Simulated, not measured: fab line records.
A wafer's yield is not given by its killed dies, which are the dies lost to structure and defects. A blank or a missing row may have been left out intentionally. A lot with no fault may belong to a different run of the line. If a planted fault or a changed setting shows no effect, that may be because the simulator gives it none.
Matching of chambers -- flow nandHarc -- 3 sister chambers for NHARC_A_SGD_CUT_DEP_00 on pecvd-04
The step deposits SiNx, target thk 50 nm. 3 wafers are shown with their chamber, then 7 later ones without.

## WAFERS WITH THEIR CHAMBER
wafer,chamber,heaterPowerOuterW (W)
L962.1,1,472
L966.2,2,410
L966.3,0,509

## WAFERS WHOSE CHAMBER IS MISSING
wafer,heaterPowerOuterW (W)
L966.4,509
L968.2,429
L968.3,514
L968.6,513
L973.1,403
L973.2,510
L973.6,472

## CHAMBER TAKEN BY EACH
wafer,from the rows above,in truth
L966.4,0,0
L968.2,2,2
L968.3,0,0
L968.6,0,0
L973.1,2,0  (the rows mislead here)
L973.2,0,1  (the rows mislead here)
L973.6,1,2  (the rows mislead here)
Correct placement for 4 of the 7. From these rows, 0 cannot be placed. Number placed wrongly: 3.
How it was worked out, from the rows above alone: a wafer's distance from a chamber is the root of the sum, over the readings, of the square of ((its reading less the chamber's mean) divided by the reading's scatter). If the next closest chamber is less than 2 further off than the closest, the wafer can't be placed; otherwise it belongs to the closest. Each chamber's mean is taken over the wafers shown for it. The scatter: with one shown wafer a chamber, the root of the mean of the squares of how far each hidden wafer lies from its nearest shown one.
